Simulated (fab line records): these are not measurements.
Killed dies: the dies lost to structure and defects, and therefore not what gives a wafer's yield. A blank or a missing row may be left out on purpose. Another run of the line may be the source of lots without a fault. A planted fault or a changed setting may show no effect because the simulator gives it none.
Split-lot study / flow n5_finfet / 39 wafers read from 7 lots, route of 1938 steps

## THE SPLIT ITSELF
At N5_BEOL_M11_ALD_74 (deposits TaN, target thk 2 nm, pulse time 2 s, purge time 3 s), the setting ald_cycles was moved away from the recipe's 40 on 12 of the 39 wafers read, by -37.5% to +47.5%. The other wafers ran this setting at the recipe's value.

The reading comes from the split's own step.

## THE READING
TaN_of_BEOL_M11_ALD_74.thk_nm (the simulator's own value, which no gauge read), in nm, at N5_BEOL_M11_ALD_74 (deposits TaN, target thk 2 nm, pulse time 2 s, purge time 3 s). The file does not state a usual value for it.

wafer=L075.1; tool, chamber at the split=ald_metal-02, 1,2,0,3,2,3; ald_cycles as run=40; against the recipe=recipe; TaN_of_BEOL_M11_ALD_74.thk_nm, nm=2; against lot-mates on the recipe=-
wafer=L075.2; tool, chamber at the split=ald_metal-02, 1,2,0,3,2,3; ald_cycles as run=40; against the recipe=recipe; TaN_of_BEOL_M11_ALD_74.thk_nm, nm=2; against lot-mates on the recipe=-
wafer=L075.3; tool, chamber at the split=ald_metal-02, 1,2,0,3,2,3; ald_cycles as run=40; against the recipe=recipe; TaN_of_BEOL_M11_ALD_74.thk_nm, nm=2; against lot-mates on the recipe=-
wafer=L075.4; tool, chamber at the split=ald_metal-02, 1,2,0,3,2,3; ald_cycles as run=40; against the recipe=recipe; TaN_of_BEOL_M11_ALD_74.thk_nm, nm=2; against lot-mates on the recipe=-
wafer=L075.5; tool, chamber at the split=ald_metal-02, 1,2,0,3,2,3; ald_cycles as run=40; against the recipe=recipe; TaN_of_BEOL_M11_ALD_74.thk_nm, nm=2; against lot-mates on the recipe=-
wafer=L075.6; tool, chamber at the split=ald_metal-02, 1,2,0,3,2,3; ald_cycles as run=40; against the recipe=recipe; TaN_of_BEOL_M11_ALD_74.thk_nm, nm=2; against lot-mates on the recipe=-
wafer=L076.2; tool, chamber at the split=ald_metal-02, 3,1,3; ald_cycles as run=40; against the recipe=recipe; TaN_of_BEOL_M11_ALD_74.thk_nm, nm=2; against lot-mates on the recipe=-
wafer=L076.4; tool, chamber at the split=ald_metal-02, 3,1,3; ald_cycles as run=40; against the recipe=recipe; TaN_of_BEOL_M11_ALD_74.thk_nm, nm=2; against lot-mates on the recipe=-
wafer=L076.5; tool, chamber at the split=ald_metal-02, 3,1,3; ald_cycles as run=40; against the recipe=recipe; TaN_of_BEOL_M11_ALD_74.thk_nm, nm=2; against lot-mates on the recipe=-
wafer=L085.1; tool, chamber at the split=ald_metal-02, 3,2,2; ald_cycles as run=27; against the recipe=-32.5%; TaN_of_BEOL_M11_ALD_74.thk_nm, nm=1.4; against lot-mates on the recipe=-0.6
wafer=L085.4; tool, chamber at the split=ald_metal-02, 3,2,2; ald_cycles as run=27; against the recipe=-32.5%; TaN_of_BEOL_M11_ALD_74.thk_nm, nm=1.4; against lot-mates on the recipe=-0.6
wafer=L085.6; tool, chamber at the split=ald_metal-02, 3,2,2; ald_cycles as run=27; against the recipe=-32.5%; TaN_of_BEOL_M11_ALD_74.thk_nm, nm=1.4; against lot-mates on the recipe=-0.6
wafer=L085.2; tool, chamber at the split=ald_metal-02, 0,1,3; ald_cycles as run=40; against the recipe=recipe; TaN_of_BEOL_M11_ALD_74.thk_nm, nm=2; against lot-mates on the recipe=-
wafer=L085.3; tool, chamber at the split=ald_metal-02, 0,1,3; ald_cycles as run=40; against the recipe=recipe; TaN_of_BEOL_M11_ALD_74.thk_nm, nm=2; against lot-mates on the recipe=-
wafer=L085.5; tool, chamber at the split=ald_metal-02, 0,1,3; ald_cycles as run=40; against the recipe=recipe; TaN_of_BEOL_M11_ALD_74.thk_nm, nm=2; against lot-mates on the recipe=-
wafer=L086.1; tool, chamber at the split=ald_metal-02, 0,1,3; ald_cycles as run=40; against the recipe=recipe; TaN_of_BEOL_M11_ALD_74.thk_nm, nm=2; against lot-mates on the recipe=-
wafer=L086.3; tool, chamber at the split=ald_metal-02, 0,1,3; ald_cycles as run=40; against the recipe=recipe; TaN_of_BEOL_M11_ALD_74.thk_nm, nm=2; against lot-mates on the recipe=-
wafer=L086.4; tool, chamber at the split=ald_metal-02, 0,1,3; ald_cycles as run=40; against the recipe=recipe; TaN_of_BEOL_M11_ALD_74.thk_nm, nm=2; against lot-mates on the recipe=-
wafer=L086.2; tool, chamber at the split=ald_metal-02, 2,1,0; ald_cycles as run=59; against the recipe=+47.5%; TaN_of_BEOL_M11_ALD_74.thk_nm, nm=3; against lot-mates on the recipe=+1.0
wafer=L086.5; tool, chamber at the split=ald_metal-02, 2,1,0; ald_cycles as run=59; against the recipe=+47.5%; TaN_of_BEOL_M11_ALD_74.thk_nm, nm=3; against lot-mates on the recipe=+1.0
wafer=L086.6; tool, chamber at the split=ald_metal-02, 2,1,0; ald_cycles as run=59; against the recipe=+47.5%; TaN_of_BEOL_M11_ALD_74.thk_nm, nm=3; against lot-mates on the recipe=+1.0
wafer=L087.1; tool, chamber at the split=ald_metal-02, 2,3,1; ald_cycles as run=59; against the recipe=+47.5%; TaN_of_BEOL_M11_ALD_74.thk_nm, nm=3; against lot-mates on the recipe=+1.0
wafer=L087.2; tool, chamber at the split=ald_metal-02, 2,3,1; ald_cycles as run=59; against the recipe=+47.5%; TaN_of_BEOL_M11_ALD_74.thk_nm, nm=3; against lot-mates on the recipe=+1.0
wafer=L087.4; tool, chamber at the split=ald_metal-02, 2,3,1; ald_cycles as run=59; against the recipe=+47.5%; TaN_of_BEOL_M11_ALD_74.thk_nm, nm=3; against lot-mates on the recipe=+1.0
wafer=L087.3; tool, chamber at the split=ald_metal-02, 0,1,0; ald_cycles as run=40; against the recipe=recipe; TaN_of_BEOL_M11_ALD_74.thk_nm, nm=2; against lot-mates on the recipe=-
wafer=L087.5; tool, chamber at the split=ald_metal-02, 0,1,0; ald_cycles as run=40; against the recipe=recipe; TaN_of_BEOL_M11_ALD_74.thk_nm, nm=2; against lot-mates on the recipe=-
wafer=L087.6; tool, chamber at the split=ald_metal-02, 0,1,0; ald_cycles as run=40; against the recipe=recipe; TaN_of_BEOL_M11_ALD_74.thk_nm, nm=2; against lot-mates on the recipe=-
wafer=L091.1; tool, chamber at the split=ald_metal-02, 3,0,2; ald_cycles as run=40; against the recipe=recipe; TaN_of_BEOL_M11_ALD_74.thk_nm, nm=2; against lot-mates on the recipe=-
wafer=L091.2; tool, chamber at the split=ald_metal-02, 3,0,2; ald_cycles as run=40; against the recipe=recipe; TaN_of_BEOL_M11_ALD_74.thk_nm, nm=2; against lot-mates on the recipe=-
wafer=L091.6; tool, chamber at the split=ald_metal-02, 3,0,2; ald_cycles as run=40; against the recipe=recipe; TaN_of_BEOL_M11_ALD_74.thk_nm, nm=2; against lot-mates on the recipe=-
wafer=L091.3; tool, chamber at the split=ald_metal-02, 2,1,3; ald_cycles as run=25; against the recipe=-37.5%; TaN_of_BEOL_M11_ALD_74.thk_nm, nm=1.2; against lot-mates on the recipe=-0.8
wafer=L091.4; tool, chamber at the split=ald_metal-02, 2,1,3; ald_cycles as run=25; against the recipe=-37.5%; TaN_of_BEOL_M11_ALD_74.thk_nm, nm=1.2; against lot-mates on the recipe=-0.8
wafer=L091.5; tool, chamber at the split=ald_metal-02, 2,1,3; ald_cycles as run=25; against the recipe=-37.5%; TaN_of_BEOL_M11_ALD_74.thk_nm, nm=1.2; against lot-mates on the recipe=-0.8
wafer=L095.1; tool, chamber at the split=ald_metal-02, 2,1,0,3,1,0; ald_cycles as run=40; against the recipe=recipe; TaN_of_BEOL_M11_ALD_74.thk_nm, nm=2; against lot-mates on the recipe=-
wafer=L095.2; tool, chamber at the split=ald_metal-02, 2,1,0,3,1,0; ald_cycles as run=40; against the recipe=recipe; TaN_of_BEOL_M11_ALD_74.thk_nm, nm=2; against lot-mates on the recipe=-
wafer=L095.3; tool, chamber at the split=ald_metal-02, 2,1,0,3,1,0; ald_cycles as run=40; against the recipe=recipe; TaN_of_BEOL_M11_ALD_74.thk_nm, nm=2; against lot-mates on the recipe=-
wafer=L095.4; tool, chamber at the split=ald_metal-02, 2,1,0,3,1,0; ald_cycles as run=40; against the recipe=recipe; TaN_of_BEOL_M11_ALD_74.thk_nm, nm=2; against lot-mates on the recipe=-
wafer=L095.5; tool, chamber at the split=ald_metal-02, 2,1,0,3,1,0; ald_cycles as run=40; against the recipe=recipe; TaN_of_BEOL_M11_ALD_74.thk_nm, nm=2; against lot-mates on the recipe=-
wafer=L095.6; tool, chamber at the split=ald_metal-02, 2,1,0,3,1,0; ald_cycles as run=40; against the recipe=recipe; TaN_of_BEOL_M11_ALD_74.thk_nm, nm=2; against lot-mates on the recipe=-
If several chambers appear in one row, that row covers several wafers at once and the file leaves open which wafer was in which chamber.

FIT RESULTS
A straight line over all 39 wafers: TaN_of_BEOL_M11_ALD_74.thk_nm changes by +0.0207 nm for each +1% of ald_cycles; r = +1.00; the points scatter about the line by 0.022 nm.
The same after taking each lot's own level away (the mean of its wafers on the recipe; 39 wafers): +0.0207 nm for each +1%; r = +1.00; scatter 0.022 nm.
According to that fit, moving ald_cycles by its largest amount changes the reading by 0.98 nm.
The lots' own levels span 2.00 to 2.00 nm.
The two slopes agree, so the slope changes little with the lot-to-lot level.
Check: for one of the wafers moved furthest among these (+47.5%), held out of the fit, the line's prediction against its lot-mates is +0.988 nm. It came out at +1 nm against them.

## THE OTHER SPLITS THESE WAFERS WENT THROUGH
Note: prior to the reading, these wafers also went through further splits. Each is held against what the fit with the lots' levels taken away leaves over:
other split on the same wafers=N5_BEOL_M10_TRENCH_ETCH_37 target_depth_a; wafers away from the commonest value=6; r with TaN_of_BEOL_M11_ALD_74.thk_nm (lot level and that fit taken away)=-0.16

## FILE'S OWN FIT
TaN_of_BEOL_M11_ALD_74.thk_nm changes by +0.0207 nm for each +1% of ald_cycles, r = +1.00.
